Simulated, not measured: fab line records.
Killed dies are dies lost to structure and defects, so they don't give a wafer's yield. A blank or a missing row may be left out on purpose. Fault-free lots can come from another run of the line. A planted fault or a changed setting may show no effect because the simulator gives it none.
Matching of chambers | flow nandHarc | 4 sister chambers for NHARC_P_STI_CMP_21 on cmp-04
The step polishes, t overpolish 20 s, target thk 380.67 nm. 8 wafers are shown with their chamber, then 7 later ones without.

== EACH WAFER AND ITS CHAMBER ==
wafer  | chamber | motorCurrentA (A) | overpolishRunS (s)
L745.4 | 0       | 12.4              | 19.999
L746.2 | 0       | 11.8              | 19.991
L746.4 | 2       | 13.4              | 19.994
L751.1 | 1       | 12.4              | 20.011
L751.3 | 3       | 10.1              | 20.002
L751.5 | 1       | 12.3              | 20.009
L752.2 | 2       | 12.3              | 20.000
L752.4 | 3       | 10.5              | 19.995

== WAFERS WITHOUT THEIR CHAMBER ==
wafer  | motorCurrentA (A) | overpolishRunS (s)
L752.6 | 11.6              | 20.008
L753.2 | 12.8              | 19.998
L753.4 | 12.5              | 20.000
L753.5 | 12.2              | 19.992
L754.4 | 11.9              | 20.000
L754.5 | 12.6              | 19.997
L754.6 | 12.7              | 20.003

== WHICH CHAMBER EACH WENT THROUGH ==
wafer  | from the rows above          | in truth
L752.6 | can't be placed: 1 or 0 or 3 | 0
L753.2 | can't be placed: 2 or 0      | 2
L753.4 | can't be placed: 2 or 0 or 1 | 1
L753.5 | can't be placed: 0 or 2      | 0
L754.4 | can't be placed: 0 or 2 or 1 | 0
L754.5 | can't be placed: 2 or 0      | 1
L754.6 | can't be placed: 2 or 1 or 0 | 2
Correctly placed: 0 of 7. These rows do not allow placing 7 (true chamber among the candidates in 6). Placed wrongly: 0.
How it was worked out, from the rows above alone: a wafer's distance from a chamber is the root of the sum, over the readings, of the square of ((its reading less the chamber's mean) divided by the reading's scatter). The wafer belongs to the nearest chamber; if the next one is less than 2 further off, it can't be placed. A chamber's mean is the mean of its shown wafers. How the scatter is found: for the shown wafers, subtract from each reading the mean of its chamber, square and add these, divide the total by (wafers less chambers), then take the root.
